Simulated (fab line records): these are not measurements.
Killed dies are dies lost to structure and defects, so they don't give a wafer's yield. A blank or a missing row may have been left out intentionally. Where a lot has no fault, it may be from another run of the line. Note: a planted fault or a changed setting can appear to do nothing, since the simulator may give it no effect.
Which tool did it? + flow n5-finfet + 32 wafers from 11 lots sampled at 5 of the route's 1938 steps

WHAT THE GAUGES SHOWED, per wafer
N5_BEOL_M4_RC_MEAS_101.
| lot  | measured     | on        | DIBL_N (mV/V)  | DIBL_P (mV/V)  | IOFF_N (nA/um) | IOFF_P (nA/um) | IOFF_P_85C (nA/um) | IOFF_P_LIN (nA/um) | ION_N (uA/um) | ION_P (uA/um) | REXT_P (ohm.um)   | SS_N (mV/dec)  | SS_P (mV/dec)  | VT_N (mV)   | VT_P (mV)      | VT_P_LVT (mV)  |
|------|--------------|-----------|----------------|----------------|----------------|----------------|--------------------|--------------------|---------------|---------------|-------------------|----------------|----------------|-------------|----------------|----------------|
| L361 | day 8 12:22  | prober-01 | 34.7 36.7 33.9 | 33.8 36.3 32.7 | 0.13 0.16 0.12 | 0.20 0.24 0.19 | 3.5 4.1 3.3        | 0.102 0.117 0.097  | 653 672 667   | 456 469 468   | 99.4 96.7 98.3    | 71.5 71.4 71.0 | 72.0 73.8 72.1 | 255 249 252 | -250 -243 -246 | -97 -95 -97    |
| L362 | day 8 21:15  | prober-02 | 34.6 33.6 33.5 | 36.4 35.3 35.5 | 0.13 0.13 0.13 | 0.19 0.17 0.18 | 3.3 3.1 3.2        | 0.090 0.084 0.087  | 652 660 652   | 449 452 447   | 100.0 99.1 99.3   | 71.9 71.7 72.0 | 73.2 73.2 73.0 | 254 253 254 | -252 -253 -255 | -101 -103 -103 |
| L363 | day 8 21:51  | prober-01 | 39.1 36.2 35.8 | 39.3 36.5 34.4 | 0.23 0.17 0.16 | 0.27 0.23 0.20 | 4.5 3.8 3.4        | 0.121 0.108 0.097  | 683 688 659   | 463 468 451   | 101.7 100.1 102.3 | 73.2 71.3 71.9 | 74.2 73.4 73.2 | 247 248 249 | -246 -248 -248 | -94 -96 -98    |
| L364 | day 9 14:58  | prober-02 | 32.7 37.3 35.7 | 34.3 40.0 38.5 | 0.12 0.20 0.16 | 0.18 0.24 0.24 | 3.3 4.1 4.0        | 0.089 0.107 0.106  | 656 677 663   | 455 459 461   | 100.2 103.2 99.0  | 70.9 72.3 71.7 | 72.2 74.3 74.3 | 252 247 253 | -249 -249 -247 | -101 -98 -98   |
| L365 | day 9 23:35  | prober-01 | 37.4 38.0 38.5 | 38.6 39.2 39.4 | 0.19 0.19 0.20 | 0.24 0.25 0.24 | 4.0 4.1 4.0        | 0.109 0.111 0.107  | 694 670 678   | 470 454 457   | 100.5 102.1 100.1 | 72.2 72.3 72.9 | 73.8 73.3 74.5 | 249 250 249 | -247 -252 -251 | -99 -100 -100  |
| L368 | day 10 07:52 | prober-02 | 37.0 36.0 39.7 | 36.6 35.6 40.1 | 0.16 0.14 0.21 | 0.20 0.19 0.26 | 3.4 3.3 4.3        | 0.093 0.091 0.112  | 669 663 700   | 457 460 473   | 101.8 99.9 101.3  | 72.0 71.0 72.0 | 73.2 72.6 74.0 | 254 255 246 | -252 -251 -249 | -101 -100 -96  |
| L378 | day 13 13:41 | prober-02 | 36.5 40.5 36.9 | 36.2 57.4 37.0 | 0.14 0.22 0.14 | 0.20 1.65 0.22 | 3.6 20.7 3.8       | 0.099 0.519 0.103  | 670 674 665   | 456 540 464   | 101.8 80.0 97.6   | 71.0 72.4 71.9 | 73.2 77.8 74.0 | 250 246 253 | -254 -217 -250 | -98 -64 -98    |
| L381 | day 13 18:57 | prober-02 | 36.2 33.7 39.4 | 37.6 33.4 39.8 | 0.16 0.11 0.22 | 0.25 0.17 0.28 | 4.3 3.1 4.8        | 0.114 0.085 0.124  | 674 657 694   | 477 453 471   | 95.6 98.7 97.8    | 71.6 71.6 73.2 | 73.7 72.2 73.9 | 250 256 243 | -247 -254 -246 | -98 -104 -97   |
| L382 | day 13 21:25 | prober-01 | 36.4 39.7 34.3 | 36.3 40.5 32.5 | 0.17 0.26 0.13 | 0.25 0.34 0.18 | 4.2 5.4 3.3        | 0.114 0.143 0.093  | 678 698 672   | 473 475 460   | 99.5 100.9 102.8  | 72.1 72.2 70.5 | 73.6 74.3 72.5 | 251 242 251 | -248 -244 -249 | -95 -90 -98    |
| L383 | day 13 20:39 | prober-01 | 40.1 36.2 37.9 | 40.6 35.1 37.6 | 0.25 0.13 0.19 | 0.31 0.19 0.25 | 5.0 3.4 4.2        | 0.130 0.093 0.113  | 689 651 675   | 470 453 463   | 98.2 100.0 99.9   | 73.0 71.1 71.8 | 74.3 73.0 73.6 | 245 255 246 | -242 -252 -246 | -94 -100 -96   |
| L384 | day 14 06:51 | prober-02 | 37.1 34.0      | 38.2 34.5      | 0.17 0.12      | 0.21 0.16      | 3.7 2.9            | 0.095 0.078        | 685 675       | 470 460       | 102.0 101.5       | 71.1 70.8      | 74.5 73.5      | 253 252     | -253 -258      | -103 -105      |

WHAT TOOL EACH LOT RAN ON (gives the tool, then ch and the chambers of the sampled wafers, and finally the start)
| lot  | N5_SD_EPI_P_VAPOR_ETCH_44      | N5_BEOL_M4_DEGAS_44          | N5_BEOL_M4_SPUTTER_90        | N5_BEOL_M4_SPUTTER_92        |
|------|--------------------------------|------------------------------|------------------------------|------------------------------|
| L361 | epi-rpcvd-02 ch 0, day 3 05:41 | pvd-sputter-03, day 8 08:10  | pvd-sputter-02, day 8 10:17  | pvd-sputter-02, day 8 10:31  |
| L362 | epi-rpcvd-04 ch 0, day 3 14:59 | pvd-sputter-03, day 8 17:08  | pvd-sputter-02, day 8 18:53  | pvd-sputter-02, day 8 19:07  |
| L363 | epi-rpcvd-03 ch 0, day 3 22:58 | pvd-sputter-03, day 8 17:25  | pvd-sputter-01, day 8 19:21  | pvd-sputter-01, day 8 19:34  |
| L364 | epi-rpcvd-02 ch 0, day 4 00:40 | pvd-sputter-01, day 9 11:14  | pvd-sputter-01, day 9 12:53  | pvd-sputter-01, day 9 13:06  |
| L365 | epi-rpcvd-03 ch 0, day 4 10:49 | pvd-sputter-02, day 9 19:55  | pvd-sputter-02, day 9 21:41  | pvd-sputter-02, day 9 21:54  |
| L368 | epi-rpcvd-02 ch 0, day 5 06:11 | pvd-sputter-03, day 10 02:41 | pvd-sputter-03, day 10 05:49 | pvd-sputter-03, day 10 06:02 |
| L378 | epi-rpcvd-03 ch 0, day 7 13:54 | pvd-sputter-01, day 13 08:47 | pvd-sputter-01, day 13 11:20 | pvd-sputter-01, day 13 11:33 |
| L381 | epi-rpcvd-04 ch 0, day 8 06:58 | pvd-sputter-01, day 13 15:05 | pvd-sputter-01, day 13 16:52 | pvd-sputter-01, day 13 17:05 |
| L382 | epi-rpcvd-04 ch 0, day 8 14:24 | pvd-sputter-03, day 13 16:55 | pvd-sputter-01, day 13 18:58 | pvd-sputter-01, day 13 19:11 |
| L383 | epi-rpcvd-02 ch 0, day 8 20:12 | pvd-sputter-03, day 13 16:32 | pvd-sputter-02, day 13 18:25 | pvd-sputter-02, day 13 18:39 |
| L384 | epi-rpcvd-04 ch 0, day 9 04:07 | pvd-sputter-03, day 14 02:54 | pvd-sputter-03, day 14 04:56 | pvd-sputter-03, day 14 05:10 |
- N5_SD_EPI_P_VAPOR_ETCH_44: etches SiGe30 in NF3/Ar, time 3.3 s.
- N5_BEOL_M4_DEGAS_44: time 60 s.
- N5_BEOL_M4_SPUTTER_90: material Cu, target thk 4.5 nm, time 8.29 s.
- N5_BEOL_M4_SPUTTER_92: material Cu, target thk 4.5 nm, time 8.29 s.

WHAT THE TOOLS THEMSELVES READ (means of the sampled wafers that have a number; where no wafer has one, the mark that the record gives instead)
N5_BEOL_M4_DEGAS_44.
| lot  | tool           | heater-power-w (W) |
|------|----------------|--------------------|
| L361 | pvd-sputter-03 | 327                |
| L362 | pvd-sputter-03 | 325                |
| L363 | pvd-sputter-03 | 327                |
| L364 | pvd-sputter-01 | 339                |
| L365 | pvd-sputter-02 | 332                |
| L368 | pvd-sputter-03 | 347                |
| L378 | pvd-sputter-01 | 344                |
| L381 | pvd-sputter-01 | 352                |
| L382 | pvd-sputter-03 | 330                |
| L383 | pvd-sputter-03 | 328                |
| L384 | pvd-sputter-03 | 314                |

N5_BEOL_M4_SPUTTER_90.
| lot  | tool           | throttle-valve-pct (%) |
|------|----------------|------------------------|
| L361 | pvd-sputter-02 | 30.3                   |
| L362 | pvd-sputter-02 | 30.7                   |
| L363 | pvd-sputter-01 | 29.1                   |
| L364 | pvd-sputter-01 | 29.1                   |
| L365 | pvd-sputter-02 | 29.9                   |
| L368 | pvd-sputter-03 | 29.8                   |
| L378 | pvd-sputter-01 | 29.4                   |
| L381 | pvd-sputter-01 | 29.0                   |
| L382 | pvd-sputter-01 | 29.8                   |
| L383 | pvd-sputter-02 | 30.3                   |
| L384 | pvd-sputter-03 | 29.6                   |

N5_BEOL_M4_SPUTTER_92.
| lot  | tool           | throttle-valve-pct (%) |
|------|----------------|------------------------|
| L361 | pvd-sputter-02 | 30.4                   |
| L362 | pvd-sputter-02 | 30.6                   |
| L363 | pvd-sputter-01 | 29.0                   |
| L364 | pvd-sputter-01 | 29.1                   |
| L365 | pvd-sputter-02 | 29.9                   |
| L368 | pvd-sputter-03 | 29.8                   |
| L378 | pvd-sputter-01 | 29.6                   |
| L381 | pvd-sputter-01 | 28.9                   |
| L382 | pvd-sputter-01 | 29.9                   |
| L383 | pvd-sputter-02 | 30.2                   |
| L384 | pvd-sputter-03 | 29.7                   |

THE ANSWER, worked out from the rows above alone
Rule: usual is defined by the lots themselves. Put in order of their means at a reading, lots are off if they are a third of the lots or fewer, leave a main group of 4 or more, and stand apart from it by a gap of 3 or more times the standard deviation of the main group's means; of several such gaps the widest counts. A main group is skipped when, at the precision printed for the reading in the tables above, its means are all equal. A lot without any number at a reading at which 4 lots or more have one is off too. The other lots that the step has rows for count as sound. The gauges are gone through in route order, then the tools' own readings, and for those a lot's mean is taken as printed above. The first step at which some lot is off is used, and at that step the reading that is off furthest; a lot without a number counts as furthest.
Off: at N5_BEOL_M4_RC_MEAS_101 (IOFF_P), L378. Main group: mean 0.22 nA/um, sd 0.024.
If a tool, at a process step before that reading, ran all the lots that are off and no sound lot after the first of them, it fits. Gauges at N5_BEOL_M4_RC_MEAS_101: tried the same way as those tools. One candidate fits, namely epi-rpcvd-03 at N5_SD_EPI_P_VAPOR_ETCH_44. Its last sound lot is L365 (day 4 10:49), its first lot that is off L378 (day 7 13:54): a fault that began between those two fits.

WHAT HAD BEEN PUT IN BY THE SIMULATOR
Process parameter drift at N5_SD_EPI_P_VAPOR_ETCH_44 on epi-rpcvd-03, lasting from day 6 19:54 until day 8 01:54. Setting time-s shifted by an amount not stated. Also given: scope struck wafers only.
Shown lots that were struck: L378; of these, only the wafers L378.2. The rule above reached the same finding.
